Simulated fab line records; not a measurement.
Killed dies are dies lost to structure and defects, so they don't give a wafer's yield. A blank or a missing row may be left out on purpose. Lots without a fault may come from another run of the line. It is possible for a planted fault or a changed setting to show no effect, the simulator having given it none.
Matching of chambers :: flow nandHarc :: 4 sister chambers for NHARC_A_CONTACT_ETCH_92 on rieDiel-12
The step etches the open film in CH3F/O2, target depth 40 nm, time 85.7 s. 18 wafers are shown with their chamber, then 9 later ones without.

WAFERS WITH THEIR CHAMBER
wafer: L077.3
chamber: 0
showerheadPlenumPTorr (Torr): 2.44
drypumpMotorCurrentA (A): 5.8
chamberPressureMTorr (mTorr): 24.950

wafer: L077.4
chamber: 1
showerheadPlenumPTorr (Torr): 2.53
drypumpMotorCurrentA (A): 6.0
chamberPressureMTorr (mTorr): 24.957

wafer: L077.5
chamber: 2
showerheadPlenumPTorr (Torr): 2.44
drypumpMotorCurrentA (A): 5.5
chamberPressureMTorr (mTorr): 24.990

wafer: L078.1
chamber: 1
showerheadPlenumPTorr (Torr): 2.53
drypumpMotorCurrentA (A): 6.0
chamberPressureMTorr (mTorr): 24.998

wafer: L078.2
chamber: 0
showerheadPlenumPTorr (Torr): 2.44
drypumpMotorCurrentA (A): 5.8
chamberPressureMTorr (mTorr): 24.997

wafer: L078.5
chamber: 0
showerheadPlenumPTorr (Torr): 2.44
drypumpMotorCurrentA (A): 5.8
chamberPressureMTorr (mTorr): 24.978

wafer: L079.3
chamber: 3
showerheadPlenumPTorr (Torr): 2.37
drypumpMotorCurrentA (A): 4.7
chamberPressureMTorr (mTorr): 25.002

wafer: L079.5
chamber: 2
showerheadPlenumPTorr (Torr): 2.44
drypumpMotorCurrentA (A): 5.4
chamberPressureMTorr (mTorr): 24.957

wafer: L079.6
chamber: 1
showerheadPlenumPTorr (Torr): 2.53
drypumpMotorCurrentA (A): 6.0
chamberPressureMTorr (mTorr): 24.967

wafer: L083.2
chamber: 2
showerheadPlenumPTorr (Torr): 2.44
drypumpMotorCurrentA (A): 5.4
chamberPressureMTorr (mTorr): 24.983

wafer: L083.5
chamber: 2
showerheadPlenumPTorr (Torr): 2.44
drypumpMotorCurrentA (A): 5.5
chamberPressureMTorr (mTorr): 24.989

wafer: L083.6
chamber: 1
showerheadPlenumPTorr (Torr): 2.53
drypumpMotorCurrentA (A): 6.0
chamberPressureMTorr (mTorr): 24.970

wafer: L084.1
chamber: 2
showerheadPlenumPTorr (Torr): 2.44
drypumpMotorCurrentA (A): 5.5
chamberPressureMTorr (mTorr): 24.991

wafer: L084.4
chamber: 0
showerheadPlenumPTorr (Torr): 2.43
drypumpMotorCurrentA (A): 5.8
chamberPressureMTorr (mTorr): 24.984

wafer: L084.5
chamber: 1
showerheadPlenumPTorr (Torr): 2.53
drypumpMotorCurrentA (A): 6.0
chamberPressureMTorr (mTorr): 24.962

wafer: L087.1
chamber: 3
showerheadPlenumPTorr (Torr): 2.37
drypumpMotorCurrentA (A): 4.7
chamberPressureMTorr (mTorr): 25.001

wafer: L087.3
chamber: 2
showerheadPlenumPTorr (Torr): 2.44
drypumpMotorCurrentA (A): 5.4
chamberPressureMTorr (mTorr): 24.969

wafer: L087.5
chamber: 2
showerheadPlenumPTorr (Torr): 2.44
drypumpMotorCurrentA (A): 5.5
chamberPressureMTorr (mTorr): 24.985

SIGNATURES (means of the wafers above)
reading: showerheadPlenumPTorr
chamber 0: 2.4375
chamber 1: 2.5300
chamber 2: 2.4400
chamber 3: 2.3700
scatter within a chamber: 0.00231

reading: drypumpMotorCurrentA
chamber 0: 5.800
chamber 1: 6.000
chamber 2: 5.457
chamber 3: 4.700
scatter within a chamber: 0.035

reading: chamberPressureMTorr
chamber 0: 24.97725
chamber 1: 24.97080
chamber 2: 24.98057
chamber 3: 25.00150
scatter within a chamber: 0.0151
Rule: a wafer's distance from a chamber is the root of the sum, over the readings, of the square of ((its reading less the chamber's mean) divided by the reading's scatter). The wafer belongs to the nearest chamber; if the next one is less than 2 further off, it can't be placed. The scatter: the root of (the sum of the squares of (reading less its chamber's mean) over the shown wafers, divided by (wafers less chambers)).

WAFERS WITHOUT THEIR CHAMBER
wafer: L086.1
showerheadPlenumPTorr (Torr): 2.44
drypumpMotorCurrentA (A): 5.4
chamberPressureMTorr (mTorr): 24.966

wafer: L086.2
showerheadPlenumPTorr (Torr): 2.43
drypumpMotorCurrentA (A): 5.8
chamberPressureMTorr (mTorr): 25.013

wafer: L086.4
showerheadPlenumPTorr (Torr): 2.53
drypumpMotorCurrentA (A): 6.0
chamberPressureMTorr (mTorr): 24.981

wafer: L091.1
showerheadPlenumPTorr (Torr): 2.43
drypumpMotorCurrentA (A): 5.4
chamberPressureMTorr (mTorr): 25.021

wafer: L091.3
showerheadPlenumPTorr (Torr): 2.42
drypumpMotorCurrentA (A): 5.8
chamberPressureMTorr (mTorr): 25.029

wafer: L091.6
showerheadPlenumPTorr (Torr): 2.43
drypumpMotorCurrentA (A): 5.4
chamberPressureMTorr (mTorr): 24.999

wafer: L096.1
showerheadPlenumPTorr (Torr): 2.52
drypumpMotorCurrentA (A): 6.0
chamberPressureMTorr (mTorr): 25.014

wafer: L096.4
showerheadPlenumPTorr (Torr): 2.52
drypumpMotorCurrentA (A): 6.0
chamberPressureMTorr (mTorr): 25.008

wafer: L096.6
showerheadPlenumPTorr (Torr): 2.42
drypumpMotorCurrentA (A): 5.8
chamberPressureMTorr (mTorr): 25.026

CHAMBER TAKEN BY EACH
wafer: L086.1
from the rows above: 2
in truth: 2

wafer: L086.2
from the rows above: 0
in truth: 0

wafer: L086.4
from the rows above: 1
in truth: 1

wafer: L091.1
from the rows above: 2
in truth: 2

wafer: L091.3
from the rows above: 0
in truth: 0

wafer: L091.6
from the rows above: 2
in truth: 2

wafer: L096.1
from the rows above: 1
in truth: 1

wafer: L096.4
from the rows above: 1
in truth: 1

wafer: L096.6
from the rows above: 0
in truth: 0
9 of 9 placed correctly. Not placeable from these rows: 0. 0 placed wrongly.
